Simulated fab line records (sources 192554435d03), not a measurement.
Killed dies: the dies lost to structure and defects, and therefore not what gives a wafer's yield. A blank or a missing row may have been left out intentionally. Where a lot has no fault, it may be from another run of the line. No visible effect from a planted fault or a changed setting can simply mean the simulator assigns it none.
Matching of chambers -- flow n5_finfet -- N5_PMOS_HMC_CHANNEL_EPI_DESCUM_14 on rie_diel-01: 4 sister chambers
The step chemistry O2, time 7.9 s. 4 wafers are shown with their chamber, then 8 later ones without.

WAFERS WITH THEIR CHAMBER
wafer,chamber,drypump_motor_current_A (A)
L083.6,2,5.7
L088.4,3,6.6
L088.5,0,5.6
L089.1,1,6.6

WAFERS WHOSE CHAMBER IS MISSING
wafer,drypump_motor_current_A (A)
L089.5,6.6
L089.6,5.6
L092.1,5.7
L092.3,6.6
L092.4,5.5
L095.3,5.7
L095.5,6.6
L095.6,5.7

WHICH CHAMBER EACH ONE RAN IN
wafer,from the rows above,in truth
L089.5,can't be placed: 1 or 3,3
L089.6,0,0
L092.1,2,2
L092.3,can't be placed: 1 or 3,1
L092.4,0,0
L095.3,2,2
L095.5,can't be placed: 1 or 3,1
L095.6,2,2
Placed correctly: 5 of 8. From these rows, 3 cannot be placed; in 3 the true chamber is one of the candidates. Wrongly placed: 0.
How it was worked out, from the rows above alone: a wafer's distance from a chamber is the root of the sum, over the readings, of the square of ((its reading less the chamber's mean) divided by the reading's scatter). If the next closest chamber is less than 2 further off than the closest, the wafer can't be placed; otherwise it belongs to the closest. A chamber's mean is the mean of its shown wafers. The scatter: root of mean squared gap, hidden wafer to nearest shown wafer, with one shown wafer a chamber.
